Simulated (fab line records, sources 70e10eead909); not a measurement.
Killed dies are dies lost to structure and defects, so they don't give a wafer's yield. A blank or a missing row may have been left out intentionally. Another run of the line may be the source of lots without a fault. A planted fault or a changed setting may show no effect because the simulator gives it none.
fab line records -- flow nand-harc
record: lots: 6, wafers: 18, last-day: 23
route steps=1159 shown A_CONTACT@898 END@1159
lots untouched by any fault: they come from a run of this same line in which no faults occurred
start-h: start of the lot's first displayed wafer, in hours after the record's first day -- wait-h: hours since the lot's step before -- " the same as in the row above -- L1.1+2: one row covering several wafers at once -- - either no value or no given start -- * or withheld: withheld -- < > ~ a bound
route shown NAME@n: names a module that has steps shown in the file, with the first one's number in the route -- usual: mean/standard deviation of fault-free wafers -- same: alike in all rows -- chamber/n: place in a boat -- sites: readings site by site -- _std_site: the standard deviation of these -- _edge_site: outer sites' mean less inner sites' -- radius-mm: for every site, how far away it sits from the centre of the wafer -- mask NAME#n: copy n -- behind: the last tool/chamber to shape the wafer -- hold: the reason the lot was held/the length of the hold in hours/how it ended -- device: which transistor (n, p or np) failed to switch -- end of line: the tests these same wafers got at the end of their route -- a step with no rows: only its recipe -- killed: dies that structure and defects cost at the first sort, which is not the same as the wafer's yield -- map: the dies of a wafer, with x for killed, . for not killed, _ for no die there
set.NAME: the run value of the setting; set.NAME@STEP: its run value at that earlier step -- model.NAME: the simulator's own value behind a step, which no gauge read
a table for each step, a row for each wafer; lots at some steps of the route
services: a tool's chamber out of use, with start hour (start-h, from the record's first day; less than 0 if before it), hours out, and reason
== steps ==
step: NHARC_A_CONTACT_INSPECT_71
usual: raw-defect-count: 29/13
lot.wafer,tool,chamber,start-h,wait-h,raw-defect-count
L582.1,defect-inspect-02,-,384.95,0.0,44
L582.2,defect-inspect-02,-,384.95,0.0,21
L582.5,defect-inspect-02,-,384.95,0.0,26
L586.2,defect-inspect-01,-,431.66,0.1,38
L586.3,defect-inspect-01,-,431.66,0.1,32
L586.5,defect-inspect-01,-,431.66,0.1,43
L588.4,defect-inspect-02,-,452.90,0.0,10
L588.5,defect-inspect-02,-,452.90,0.0,13
L588.6,defect-inspect-02,-,452.90,0.0,19
L590.2,defect-inspect-01,-,465.53,0.0,33
L590.5,defect-inspect-01,-,465.53,0.0,35
L590.6,defect-inspect-01,-,465.53,0.0,34
L592.4,defect-inspect-02,-,473.81,0.0,42
L592.5,defect-inspect-02,-,473.81,0.0,60
L592.6,defect-inspect-02,-,473.81,0.0,58
L598.3,defect-inspect-01,-,492.10,0.0,45
L598.5,defect-inspect-01,-,492.10,0.0,37
L598.6,defect-inspect-01,-,492.10,0.0,50
step: NHARC_A_CONTACT_DESCUM_74
recipe: time-s: 3, o2-flow-sccm: 200, ar-flow-sccm: 0, bias-power-w: 0, chemistry: O2
step: NHARC_A_CONTACT_ETCH_75
recipe: target-depth-a: 390, over-etch-frac: 0.3, time-s: 65, ion-energy-ev: 80, cf4-flow-sccm: 150, ar-flow-sccm: 0, rf-w: 300, bias-w: 100, chemistry: CF4
step: NHARC_A_CONTACT_ETCH_76
recipe: target-depth-a: 2600, over-etch-frac: 0.3, time-s: 475.3, ion-energy-ev: 200, n2-flow-sccm: 150, h2-flow-sccm: 150, ar-flow-sccm: 0, rf-w: 400, bias-w: 150, chemistry: N2/H2
step: NHARC_A_CONTACT_ETCH_77
recipe: target-depth-a: 726, time-s: 36.3, cf4-flow-sccm: 100, chf3-flow-sccm: 30, ar-flow-sccm: 0, rf-w: 500, bias-w: 200, chemistry: CF4/CHF3
step: NHARC_A_CONTACT_ETCH_78
recipe: target-depth-a: 28000, over-etch-frac: 0.3, time-s: 728, ion-energy-ev: 150, o2-flow-sccm: 400, cos-flow-sccm: 20, ar-flow-sccm: 0, rf-w: 500, bias-w: 300, chemistry: O2/COS
step: NHARC_A_CONTACT_ETCH_124
recipe: source-w: withheld, pressure-mtorr: 20, bias-v: withheld, time-s: 140, target-depth-a: 7000, ar-flow-sccm: withheld, c4f8-flow-sccm: withheld, o2-flow-sccm: withheld, chemistry: C4F8/O2/Ar
step: NHARC_A_CONTACT_ETCH_125
recipe: source-w: withheld, pressure-mtorr: 20, bias-v: 1200, time-s: 155, target-depth-a: 9560, ar-flow-sccm: withheld, c4f8-flow-sccm: withheld, o2-flow-sccm: withheld, chemistry: C4F8/O2/Ar
step: NHARC_A_CONTACT_ETCH_126
recipe: source-w: withheld, pressure-mtorr: 20, bias-v: 1200, time-s: 155, target-depth-a: 9560, ar-flow-sccm: withheld, c4f8-flow-sccm: withheld, o2-flow-sccm: withheld, chemistry: C4F8/O2/Ar
step: NHARC_A_CONTACT_ETCH_127
recipe: source-w: withheld, pressure-mtorr: 20, bias-v: 1200, time-s: 155, target-depth-a: 9560, ar-flow-sccm: withheld, c4f8-flow-sccm: withheld, o2-flow-sccm: withheld, chemistry: C4F8/O2/Ar
lot.wafer,tool,chamber,start-h,wait-h,rf-hours-counter-h
L582.2,har-cap-etch-02,0,387.66,0.1,12
L582.1,har-cap-etch-02,1,387.66,0.1,12
L582.5,har-cap-etch-02,1,387.66,0.1,-
L586.2,har-cap-etch-02,1,433.33,0.1,19
L586.3,har-cap-etch-02,0,433.33,0.1,-
L586.5,har-cap-etch-02,0,433.33,0.1,-
L588.4,har-cap-etch-01,1,454.61,0.1,-
L588.6,har-cap-etch-01,1,454.61,0.1,-
L588.5,har-cap-etch-01,0,454.61,0.1,-
L590.2,har-cap-etch-01,1,467.25,0.1,77
L590.5,har-cap-etch-01,1,467.25,0.1,-
L590.6,har-cap-etch-01,0,467.25,0.1,-
L592.4,har-cap-etch-01,0,476.46,0.1,-
L592.6,har-cap-etch-01,1,476.46,0.1,-
L592.5,har-cap-etch-01,0,476.46,0.1,-
L598.3,har-cap-etch-01,1,494.28,0.2,-
L598.5,har-cap-etch-01,0,494.28,0.2,-
L598.6,har-cap-etch-01,1,494.28,0.2,-
step: NHARC_A_CONTACT_ETCH_128
recipe: source-w: withheld, pressure-mtorr: 20, bias-v: 1200, time-s: 155, target-depth-a: 9560, ar-flow-sccm: withheld, c4f8-flow-sccm: withheld, o2-flow-sccm: withheld, chemistry: C4F8/O2/Ar
step: NHARC_A_CONTACT_ETCH_129
recipe: source-w: withheld, pressure-mtorr: 20, bias-v: 1200, time-s: 155, target-depth-a: 9560, ar-flow-sccm: withheld, c4f8-flow-sccm: withheld, o2-flow-sccm: withheld, chemistry: C4F8/O2/Ar
step: NHARC_A_CONTACT_ETCH_130
recipe: source-w: withheld, pressure-mtorr: 20, bias-v: 1200, time-s: 155, target-depth-a: 9560, ar-flow-sccm: withheld, c4f8-flow-sccm: withheld, o2-flow-sccm: withheld, chemistry: C4F8/O2/Ar
lot.wafer,tool,chamber,start-h,wait-h,rf-hours-counter-h
L582.2,har-cap-etch-02,0,388.09,0.1,13
L582.1,har-cap-etch-02,1,388.09,0.1,13
L582.5,har-cap-etch-02,1,388.09,0.1,-
L586.2,har-cap-etch-02,1,433.75,0.1,20
L586.3,har-cap-etch-02,0,433.75,0.1,-
L586.5,har-cap-etch-02,0,433.75,0.1,-
L588.4,har-cap-etch-01,1,455.03,0.1,-
L588.6,har-cap-etch-01,1,455.03,0.1,-
L588.5,har-cap-etch-01,0,455.03,0.1,-
L590.2,har-cap-etch-01,1,467.68,0.1,78
L590.5,har-cap-etch-01,1,467.68,0.1,-
L590.6,har-cap-etch-01,0,467.68,0.1,-
L592.4,har-cap-etch-01,0,476.88,0.1,-
L592.6,har-cap-etch-01,1,476.88,0.1,-
L592.5,har-cap-etch-01,0,476.88,0.1,-
L598.3,har-cap-etch-01,1,495.04,0.2,-
L598.5,har-cap-etch-01,0,495.04,0.2,-
L598.6,har-cap-etch-01,1,495.04,0.2,-
step: NHARC_A_CONTACT_ETCH_131
recipe: source-w: withheld, pressure-mtorr: 20, bias-v: 1200, time-s: 155, target-depth-a: 9560, ar-flow-sccm: withheld, c4f8-flow-sccm: withheld, o2-flow-sccm: withheld, chemistry: C4F8/O2/Ar
step: NHARC_A_CONTACT_ETCH_132
recipe: source-w: withheld, pressure-mtorr: 20, bias-v: 1200, time-s: 156, target-depth-a: 9580, ar-flow-sccm: withheld, c4f8-flow-sccm: withheld, o2-flow-sccm: withheld, chemistry: C4F8/O2/Ar
step: NHARC_A_CONTACT_ETCH_133
recipe: source-w: withheld, pressure-mtorr: 20, bias-v: 400, time-s: 195, target-depth-a: 8400, ar-flow-sccm: withheld, c4f8-flow-sccm: 11.5, o2-flow-sccm: 7.2, chemistry: C4F8/O2/Ar
lot.wafer,tool,chamber,start-h,wait-h,rf-hours-counter-h
L582.2,har-cap-etch-02,0,388.51,0.1,13
L582.1,har-cap-etch-02,1,388.51,0.1,13
L582.5,har-cap-etch-02,1,388.51,0.1,-
L586.2,har-cap-etch-02,1,434.18,0.1,20
L586.3,har-cap-etch-02,0,434.18,0.1,-
L586.5,har-cap-etch-02,0,434.18,0.1,-
L588.4,har-cap-etch-01,1,455.50,0.2,-
L588.6,har-cap-etch-01,1,455.50,0.2,-
L588.5,har-cap-etch-01,0,455.50,0.2,-
L590.2,har-cap-etch-01,1,468.11,0.1,78
L590.5,har-cap-etch-01,1,468.11,0.1,-
L590.6,har-cap-etch-01,0,468.11,0.1,-
L592.4,har-cap-etch-01,0,477.37,0.2,-
L592.6,har-cap-etch-01,1,477.37,0.2,-
L592.5,har-cap-etch-01,0,477.37,0.2,-
L598.3,har-cap-etch-01,1,495.91,0.3,-
L598.5,har-cap-etch-01,0,495.91,0.3,-
L598.6,har-cap-etch-01,1,495.91,0.3,-
step: NHARC_A_CONTACT_ETCH_91
recipe: target-depth-a: 400, over-etch-frac: 0.5, time-s: 85.7, ion-energy-ev: 120, ch3f-flow-sccm: 50, o2-flow-sccm: 30, ar-flow-sccm: 200, rf-w: 500, bias-w: 100, chemistry: CH3F/O2
step: NHARC_A_CONTACT_ETCH_97
recipe: target-depth-a: 200, over-etch-frac: 0.5, time-s: 10, ion-energy-ev: 250, c4f6-flow-sccm: 25, o2-flow-sccm: 20, ar-flow-sccm: 500, rf-w: 600, bias-w: 500, chemistry: C4F6/O2
step: NHARC_A_CONTACT_CD_MEAS_80
usual: cd-nm: 189.7/0.56
lot.wafer,tool,chamber,start-h,wait-h,cd-nm
L582.1,cd-sem-01,-,389.29,-,189.1
L582.2,cd-sem-01,-,389.29,-,188.9
L582.5,cd-sem-01,-,389.29,-,189.0
L586.2,cd-sem-02,-,435.02,-,189.5
L586.3,cd-sem-02,-,435.02,-,191.1
L586.5,cd-sem-02,-,435.02,-,190.3
L588.4,cd-sem-03,-,456.35,-,189.3
L588.5,cd-sem-03,-,456.35,-,188.7
L588.6,cd-sem-03,-,456.35,-,189.4
L590.2,cd-sem-02,-,468.93,-,189.9
L590.5,cd-sem-02,-,468.93,-,189.3
L590.6,cd-sem-02,-,468.93,-,189.3
L592.4,cd-sem-01,-,478.17,-,190.0
L592.5,cd-sem-01,-,478.17,-,190.1
L592.6,cd-sem-01,-,478.17,-,190.0
L598.3,cd-sem-01,-,496.76,-,190.3
L598.5,cd-sem-01,-,496.76,-,190.2
L598.6,cd-sem-01,-,496.76,-,190.0
step: NHARC_A_CONTACT_STRIP_103
recipe: n2-flow-sccm: 150, h2-flow-sccm: 150, ar-flow-sccm: 0, bias-w: 0, chemistry: N2/H2
step: NHARC_A_CONTACT_STRIP_104
recipe: cf4-flow-sccm: 100, chf3-flow-sccm: 30, ar-flow-sccm: 0, bias-w: 0, chemistry: CF4/CHF3
step: NHARC_A_CONTACT_STRIP_105
recipe: o2-flow-sccm: 400, cos-flow-sccm: 20, ar-flow-sccm: 0, bias-w: 0, chemistry: O2/COS
step: NHARC_A_CONTACT_ETCH_106
recipe: target-depth-a: 600, overetch-a: 60, time-s: 33, ion-energy-ev: 100, cf4-flow-sccm: 80, o2-flow-sccm: 20, ar-flow-sccm: 0, rf-w: 300, bias-w: 100, chemistry: CF4/O2
usual: bias-w: 100.03/0.28, drypump-motor-current-A: 5.8/0.45, oes-product-au: 1.005/0.012, rf-vpp-V: 197.7/1.7, showerhead-plenum-p-Torr: 1.33/0.07, throttle-valve-pct: 13.397/0.0082
lot.wafer,tool,chamber,start-h,wait-h,bias-w,drypump-motor-current-A,oes-product-au,rf-hours-counter-h,rf-vpp-V,showerhead-plenum-p-Torr,throttle-valve-pct
L582.1,rie-diel-12,1,389.59,0.1,99.52,5.4,1.006,0,198.0,1.28,13.406
L582.2,rie-diel-12,3,389.59,0.1,99.82,6.0,1.004,0,199.2,1.38,13.394
L582.5,rie-diel-12,1,389.59,0.1,99.90,5.4,1.007,-,196.1,1.28,13.407
L586.3,rie-diel-12,0,435.55,0.1,99.78,6.1,1.006,10,195.0,1.24,13.390
L586.2,rie-diel-12,2,435.55,0.1,100.08,6.0,1.034,8,200.6,1.42,13.400
L586.5,rie-diel-12,3,435.55,0.1,99.39,5.9,1.013,-,198.3,1.38,13.392
L588.4,rie-diel-12,1,456.66,0.1,100.29,5.4,0.997,12,195.6,1.28,13.397
L588.5,rie-diel-12,3,456.66,0.1,99.51,6.0,1.000,-,198.4,1.38,13.381
L588.6,rie-diel-12,0,456.66,0.1,100.12,6.1,0.989,-,195.7,1.24,13.398
L590.2,rie-diel-02,3,469.29,0.1,100.26,6.7,1.021,47,199.6,1.39,13.396
L590.5,rie-diel-02,2,469.29,0.1,99.95,6.4,1.004,-,199.6,1.43,13.408
L590.6,rie-diel-02,3,469.29,0.1,100.45,6.7,1.016,-,198.7,1.39,13.397
L592.4,rie-diel-12,0,478.49,0.1,100.70,6.1,0.991,19,196.0,1.24,13.385
L592.5,rie-diel-12,3,478.49,0.1,100.04,5.9,1.022,-,198.9,1.37,13.378
L592.6,rie-diel-12,0,478.49,0.1,100.59,6.0,0.999,-,196.2,1.24,13.402
L598.3,rie-diel-02,2,497.06,0.1,100.34,6.4,1.000,59,200.0,1.43,13.398
L598.5,rie-diel-02,3,497.06,0.1,100.07,6.7,0.993,-,200.0,1.39,13.391
L598.6,rie-diel-02,0,497.06,0.1,100.07,5.4,0.981,-,197.4,1.37,13.391
step: NHARC_A_CONTACT_STRIP_82
recipe: o2-flow-sccm: 500, ar-flow-sccm: 0, bias-w: 0, chemistry: O2
step: NHARC_A_CONTACT_STRIP_83
recipe: time-s: 600, temp-c: 30, chemistry: post-etch-residue-remover
step: NHARC_A_CONTACT_DEP_84
recipe: target-thk-a: 20000, temp-c: 400, material: aC
usual: throttle-valve-pct: 35.001/0.0084
lot.wafer,tool,chamber,start-h,wait-h,throttle-valve-pct
L582.1,acl-dep-03,0,392.54,-,34.999
L582.2,acl-dep-03,0,392.54,-,34.990
L582.5,acl-dep-03,0,392.54,-,34.993
L586.2,acl-dep-02,0,436.40,-,34.999
L586.3,acl-dep-02,0,436.40,-,34.990
L586.5,acl-dep-02,0,436.40,-,34.996
L588.4,acl-dep-01,0,458.87,-,34.999
L588.5,acl-dep-01,0,458.87,-,35.000
L588.6,acl-dep-01,0,458.87,-,35.004
L590.2,acl-dep-03,0,470.17,-,34.998
L590.5,acl-dep-03,0,470.17,-,34.996
L590.6,acl-dep-03,0,470.17,-,34.970
L592.4,acl-dep-03,0,480.29,-,34.998
L592.5,acl-dep-03,0,480.29,-,35.019
L592.6,acl-dep-03,0,480.29,-,35.015
L598.3,acl-dep-01,0,500.91,-,34.998
L598.5,acl-dep-01,0,500.91,-,35.001
L598.6,acl-dep-01,0,500.91,-,35.015
step: NHARC_A_CONTACT_DEP_85
recipe: target-thk-a: 500, target-thk-nm: 50, temp-c: 400, pressure-torr: 3.5, flow-sccm: 200, rf-w: 350, material: SiON
step: NHARC_A_CONTACT_DEHYDRATE_00
recipe: temp-c: 150, time-s: 120
step: NHARC_A_CONTACT_HMDS_01
recipe: time-s: 30
step: NHARC_A_CONTACT_COAT_86
recipe: temp-c: 260, time-s: 75
step: NHARC_A_CONTACT_COAT_87
recipe: temp-c: 225, time-s: 65
step: NHARC_A_CONTACT_COAT_02
recipe: spin-rpm: 1500, resist-thk-nm: 90
step: NHARC_A_CONTACT_SOFTBAKE_03
recipe: temp-c: 105, time-s: 55
step: NHARC_A_CONTACT_EBR_04
step: NHARC_A_CONTACT_EXPOSE_05
recipe: na: 1.35, sigma-outer: 0.8, dose-mj: 84.24, mask-id: A_CC
step: NHARC_A_CONTACT_PEB_06
recipe: peb-temp-c: 100, peb-time-s: 65
step: NHARC_A_CONTACT_DEVELOP_07
recipe: develop-time-s: 35, dev-temp-c: 23
step: NHARC_A_CONTACT_CD_MEAS_08
recipe: target-cd-nm: 100, landing-energy-ev: 500
usual: cd-nm: 100.4/0.72
lot.wafer,tool,chamber,start-h,wait-h,cd-nm
L582.1,cd-sem-02,0,394.56,-,102.3
L582.2,cd-sem-02,0,394.56,-,100.9
L582.5,cd-sem-02,0,394.56,-,101.8
L586.2,cd-sem-03,0,438.05,-,100.0
L586.3,cd-sem-03,0,438.05,-,99.8
L586.5,cd-sem-03,0,438.05,-,100.1
L588.4,cd-sem-02,0,460.12,-,100.8
L588.5,cd-sem-02,0,460.12,-,102.1
L588.6,cd-sem-02,0,460.12,-,101.5
L590.2,cd-sem-01,0,472.03,-,100.7
L590.5,cd-sem-01,0,472.03,-,100.2
L590.6,cd-sem-01,0,472.03,-,100.5
L592.4,cd-sem-02,0,481.73,-,100.2
L592.5,cd-sem-02,0,481.73,-,100.5
L592.6,cd-sem-02,0,481.73,-,100.2
L598.3,cd-sem-03,0,502.37,-,99.8
L598.5,cd-sem-03,0,502.37,-,100.1
L598.6,cd-sem-03,0,502.37,-,100.1
step: NHARC_A_CONTACT_OVL_MEAS_09
usual: overlay-x-nm: -0.1/0.74, overlay-y-nm: 0.1/0.86
lot.wafer,tool,chamber,start-h,wait-h,overlay-x-nm,overlay-y-nm
L582.1,overlay-02,-,394.65,-,1.1,-0.9
L582.2,overlay-02,-,394.65,-,1.0,-0.8
L582.5,overlay-02,-,394.65,-,0.8,-1.0
L586.2,overlay-02,-,438.14,-,0.2,-0.6
L586.3,overlay-02,-,438.14,-,0.4,-1.1
L586.5,overlay-02,-,438.14,-,0.3,-0.3
L588.4,overlay-02,-,460.20,-,-1.0,0.2
L588.5,overlay-02,-,460.20,-,-0.7,0.3
L588.6,overlay-02,-,460.20,-,-1.0,0.5
L590.2,overlay-02,-,472.12,-,1.1,-0.2
L590.5,overlay-02,-,472.12,-,0.6,-0.5
L590.6,overlay-02,-,472.12,-,0.9,-0.6
L592.4,overlay-02,-,481.81,-,1.1,-0.1
L592.5,overlay-02,-,481.81,-,0.8,0.0
L592.6,overlay-02,-,481.81,-,1.7,0.6
L598.3,overlay-02,-,502.46,-,-1.2,0.4
L598.5,overlay-02,-,502.46,-,-0.8,0.3
L598.6,overlay-02,-,502.46,-,-1.2,0.9
step: NHARC_A_CONTACT_DESCUM_13
recipe: time-s: 3, o2-flow-sccm: 200, ar-flow-sccm: 0, bias-power-w: 0, chemistry: O2
usual: drypump-motor-current-A: 5.7/0.42, oes-product-au: 1.002/0.0096, rf-vpp-V: 57.8/0.93, showerhead-plenum-p-Torr: 1.90/0.099, throttle-valve-pct: 11.312/0.0091
lot.wafer,tool,chamber,start-h,wait-h,drypump-motor-current-A,oes-product-au,rf-hours-counter-h,rf-vpp-V,showerhead-plenum-p-Torr,throttle-valve-pct
L582.2,rie-diel-12,0,394.75,0.1,6.1,0.985,2,56.3,1.77,11.321
L582.1,rie-diel-12,2,394.75,0.1,6.0,1.007,1,60.4,2.04,11.317
L582.5,rie-diel-12,0,394.75,0.1,6.1,0.991,-,58.0,1.77,11.320
L586.3,rie-diel-02,2,438.24,0.1,6.4,1.000,41,59.3,2.06,11.306
L586.2,rie-diel-02,0,438.24,0.1,5.4,1.001,39,57.3,1.97,11.316
L586.5,rie-diel-02,1,438.24,0.1,5.4,1.006,-,56.5,1.76,11.310
L588.4,rie-diel-03,1,460.30,0.1,5.3,1.001,22,56.9,1.82,11.304
L588.5,rie-diel-03,1,460.30,0.1,5.2,1.000,-,55.9,1.82,11.329
L588.6,rie-diel-03,2,460.30,0.1,5.7,1.001,-,57.5,1.96,11.314
L590.2,rie-diel-12,0,472.22,0.1,6.1,0.985,16,57.6,1.77,11.313
L590.6,rie-diel-12,0,472.22,0.1,6.1,0.989,-,58.6,1.77,11.320
L590.5,rie-diel-12,1,472.22,0.1,5.4,0.996,-,56.9,1.83,11.323
L592.4,rie-diel-03,0,481.94,0.1,5.7,1.001,31,58.2,1.91,11.297
L592.5,rie-diel-03,1,481.94,0.1,5.2,0.990,-,56.9,1.82,11.312
L592.6,rie-diel-03,2,481.94,0.1,5.7,1.009,-,57.7,1.95,11.294
L598.3,rie-diel-12,2,502.72,0.2,6.0,1.013,20,58.1,2.04,11.291
L598.6,rie-diel-12,2,502.72,0.2,5.9,1.026,-,58.6,2.04,11.319
L598.5,rie-diel-12,3,502.72,0.2,6.0,1.001,-,55.9,1.97,11.309
step: NHARC_A_CONTACT_ETCH_88
recipe: target-depth-a: 390, over-etch-frac: 0.3, time-s: 65, ion-energy-ev: 80, cf4-flow-sccm: 150, ar-flow-sccm: 0, rf-w: 300, bias-w: 100, chemistry: CF4
step: NHARC_END_SORT_01
recipe: temp-c: 25
usual: killed-at-array: 29/11, killed-at-other: 0.6/1, killed-at-periphery: 3.1/2.1, killed-dies: 33/11, killed-open: 3.1/1.9, killed-short: 1.9/1.5
same: gross-dies: 677
lot.wafer,tool,chamber,start-h,wait-h,killed-at-array,killed-at-other,killed-at-periphery,killed-dies,killed-open,killed-short
L588.4,prober-01,0,517.96,3.4,8,0,2,10,1,0
L588.5,prober-01,0,518.77,3.7,16,0,3,19,2,3
L588.6,prober-01,0,519.58,4.1,23,2,1,26,4,2
L590.2,prober-01,0,531.48,2.8,30,0,0,30,3,2
L590.5,prober-01,0,533.85,3.7,34,1,3,38,3,2
L590.6,prober-01,0,534.64,4.0,31,1,2,34,2,4
L592.4,prober-01,0,540.80,3.4,113,0,3,116,2,0
L592.5,prober-01,0,541.60,3.7,109,0,1,110,0,2
L592.6,prober-01,0,542.39,4.0,114,0,2,116,3,2
L598.3,prober-02,0,558.40,3.1,99,1,1,101,2,2
L598.5,prober-02,0,560.02,3.7,101,0,2,103,4,2
L598.6,prober-02,0,560.83,4.1,105,0,2,107,1,2
killed by level:class
L588.4 A_CONTACT:chamber-film-flake=3 A_CHANNEL_HOLE_D1:chamber-film-flake=3 A_BLC:geometric-particle:open=1 P_ZERO_WELL:chamber-film-flake=1 P_M2:chamber-film-flake=1 A_SLIT:chamber-film-flake=1
L588.5 A_STAIRCASE:chamber-film-flake=5 A_CHANNEL_HOLE_D1:chamber-film-flake=3 P_ZERO_WELL:chamber-film-flake=2 A_ZERO_WELL:chamber-film-flake=2 P_CONTACT:geometric-particle:short=1 A_ONON_D1:geometric-particle:open=1 A_CHANNEL_FILL_D1:geometric-particle:short=1 A_CONTACT:geometric-particle:short=1
L588.6 A_STAIRCASE:chamber-film-flake=6 A_CHANNEL_HOLE_D1:chamber-film-flake=4 A_WL_FILL:chamber-film-flake=3 A_CONTACT:chamber-film-flake=3 A_ONON_D1:geometric-particle:open=1 A_CHANNEL_FILL_D1:geometric-particle:open=1 A_CHANNEL_FILL_D1:geometric-particle:short=1 A_WL_FILL:geometric-particle:open=1
L590.2 A_CHANNEL_HOLE_D1:chamber-film-flake=18 A_STAIRCASE:chamber-film-flake=7 A_CHANNEL_HOLE_D1:geometric-particle:open=1 A_CHANNEL_FILL_D1:geometric-particle:open=1 A_WL_FILL:geometric-particle:short=1 A_CONTACT:geometric-particle:open=1 A_CONTACT:geometric-particle:short=1
L590.5 A_CHANNEL_HOLE_D1:chamber-film-flake=18 A_STAIRCASE:chamber-film-flake=6 A_CONTACT:chamber-film-flake=5 P_ZERO_WELL:chamber-film-flake=2 P_BONDPAD:geometric-particle:open=1 A_CHANNEL_FILL_D1:geometric-particle:open=1 A_CHANNEL_FILL_D1:geometric-particle:short=1 A_CONTACT:geometric-particle:open=1
L590.6 A_CHANNEL_HOLE_D1:chamber-film-flake=22 A_CONTACT:chamber-film-flake=3 A_CONTACT:geometric-particle:open=2 A_STAIRCASE:chamber-film-flake=2 P_GATE:geometric-particle:short=1 A_SOURCE_PLATE:geometric-particle:short=1 A_CHANNEL_FILL_D1:geometric-particle:short=1 STARTING-WAFER:geometric-particle:short=1
L592.4 A_CONTACT:unspecified=77 A_CHANNEL_HOLE_D1:chamber-film-flake=21 A_SLIT:chamber-film-flake=9 P_CONTACT:geometric-particle:open=2 A_STAIRCASE:chamber-film-flake=2 A_CONTACT:chamber-film-flake=2 A_BLC:chamber-film-flake=2 P_GATE:chamber-film-flake=1
L592.5 A_CONTACT:unspecified=60 A_CHANNEL_HOLE_D1:chamber-film-flake=25 A_SLIT:chamber-film-flake=18 A_CONTACT:chamber-film-flake=2 A_BLC:chamber-film-flake=2 A_ONON_D1:geometric-particle:short=1 A_BLC:geometric-particle:short=1 P_GATE:chamber-film-flake=1
L592.6 A_CONTACT:unspecified=68 A_CHANNEL_HOLE_D1:chamber-film-flake=28 A_SLIT:chamber-film-flake=9 A_CONTACT:chamber-film-flake=5 P_GATE:geometric-particle:open=1 A_CHANNEL_HOLE_D1:geometric-particle:short=1 A_CHANNEL_FILL_D1:geometric-particle:short=1 A_WL_FILL:geometric-particle:open=1
L598.3 A_CONTACT:unspecified=68 A_SLIT:chamber-film-flake=13 A_CHANNEL_HOLE_D1:chamber-film-flake=5 A_STAIRCASE:chamber-film-flake=5 A_CONTACT:chamber-film-flake=3 A_CHANNEL_HOLE_D1:geometric-particle:open=1 A_WL_FILL:geometric-particle:short=1 A_M0:geometric-particle:open=1
L598.5 A_CONTACT:unspecified=64 A_SLIT:chamber-film-flake=19 A_CHANNEL_HOLE_D1:chamber-film-flake=6 A_STAIRCASE:chamber-film-flake=4 P_GATE:geometric-particle:open=2 A_WL_FILL:chamber-film-flake=2 A_CONTACT:chamber-film-flake=2 A_SOURCE_PLATE:geometric-particle:open=1
L598.6 A_CONTACT:unspecified=67 A_SLIT:chamber-film-flake=14 A_CHANNEL_HOLE_D1:chamber-film-flake=12 A_CONTACT:chamber-film-flake=7 A_STAIRCASE:chamber-film-flake=3 P_M0:geometric-particle:open=1 P_M0:geometric-particle:short=1 A_CHANNEL_HOLE_D1:geometric-particle:short=1
map L592.4 (x killed, . not)
____________.____________
_________......._________
_______...x..xx..._______
______...xxxxx.xx..______
_____.....xxxxx.x..._____
____.....xxxxxxxxx...____
____...xxxxxxxxx.....____
___......xxxxxxx.x....___
___......xxxxxxxx.....___
__.......xxxxxxxx......__
__.....xx.xxxxxxx......__
_........xxxxxxx........_
_..........xx.x........._
_...........xx.x..x....._
_..........x............_
_........x.............._
.........................
..x......................
............x.........x..
...........x.............
.........xxxxx...........
_.......xxxxx..........._
_.........xxxxx........._
_..........x............_
_.......xxxx.x.......x.._
_...........x..........._
__........x............__
__........x...x........__
___......xx...........___
___...................___
____.................____
____.................____
_____.........x....._____
______.............______
_______..........._______
_________......._________
____________.____________
map L598.6 (x killed, . not)
____________.____________
_________......._________
_______........x.._______
______.............______
_____..............._____
____..x.x....x...x...____
____.xx.x..x.........____
___.x.xx.x..........x.___
___...................___
__...................x.__
__..........x..........__
_..........xx....x......_
_.............x........._
_......x................_
_......................._
_.................x....._
.........................
.........................
.........................
.........x...............
.........xxx.......x.....
_........xxxx.......x..._
_........xxxxxxx........_
_.........xxxx.x........_
_.......xxxxxxxx........_
_.........xxxxxx........_
__......xxxxxxxx.x.....__
__.....x..xxxxxxx......__
___.....x.xxxxxxx.x...___
___.......xxxxxx.x....___
____......xxxxx......____
____.......xxxx......____
_____.....xxxx.x...._____
______......x.x....______
_______..........._______
_________......._________
____________.____________
== services ==
tool,chamber,start-h,hours,kind
rie-diel-03,2,369.60,2.7,repair
rie-diel-02,-,378.95,0.4,repair
rie-diel-12,-,379.48,9.0,pm
rie-diel-12,0,379.48,9.0,vent-cycle
rie-diel-12,1,379.48,9.0,vent-cycle
rie-diel-12,2,379.48,9.0,vent-cycle
rie-diel-12,3,379.48,9.0,vent-cycle
rie-diel-12,0,388.48,-,clean
rie-diel-12,1,388.48,-,clean
rie-diel-12,2,388.48,-,clean
rie-diel-12,3,388.48,-,clean
rie-diel-03,-,392.32,9.0,pm
acl-dep-03,-,405.44,13.0,pm
rie-diel-12,0,412.98,-,clean
rie-diel-12,1,412.98,-,clean
rie-diel-12,2,412.98,-,clean
rie-diel-12,3,412.98,-,clean
rie-diel-12,0,437.48,-,clean
rie-diel-12,1,437.48,-,clean
rie-diel-12,2,437.48,-,clean
rie-diel-03,3,441.29,4.3,repair
rie-diel-12,0,468.07,3.5,repair
acl-dep-01,-,476.23,13.0,pm
acl-dep-02,-,495.19,6.9,repair
== key ==
first-sign: step: NHARC_END_SORT_01, reading: killed-at-array, direction: up, sigmas: 7.3, usual: 29, struck: 107
effect: step: NHARC_END_SORT_01, reading: killed-dies, direction: up, sigmas: 7.1, usual: 33, struck: 109
more-kills-born-at: NHARC_A_CONTACT_ETCH_130@har-cap-etch-01: 396
met-at NHARC_A_CONTACT_ETCH_130
struck-wafers L592.4,L592.5,L592.6,L598.3,L598.5,L598.6
tester-left-out L592,L598
onset-between 467.68 476.88
also-fits time
fault: kind: chamber-particle-source, tool: har-cap-etch-01, chamber: -, onset-h: 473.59, steps: NHARC_A_CONTACT_ETCH_130, rate-per-visit-cm2: 0.39886, end-h: 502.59
tester-left-out: of these lots the tester's yield and bins aren't shown, on N5 and GAA mostly nor the transistor test; their killed dies are dies lost to structure and defects alone, not to doping, threshold or leakage, so they don't give the yield
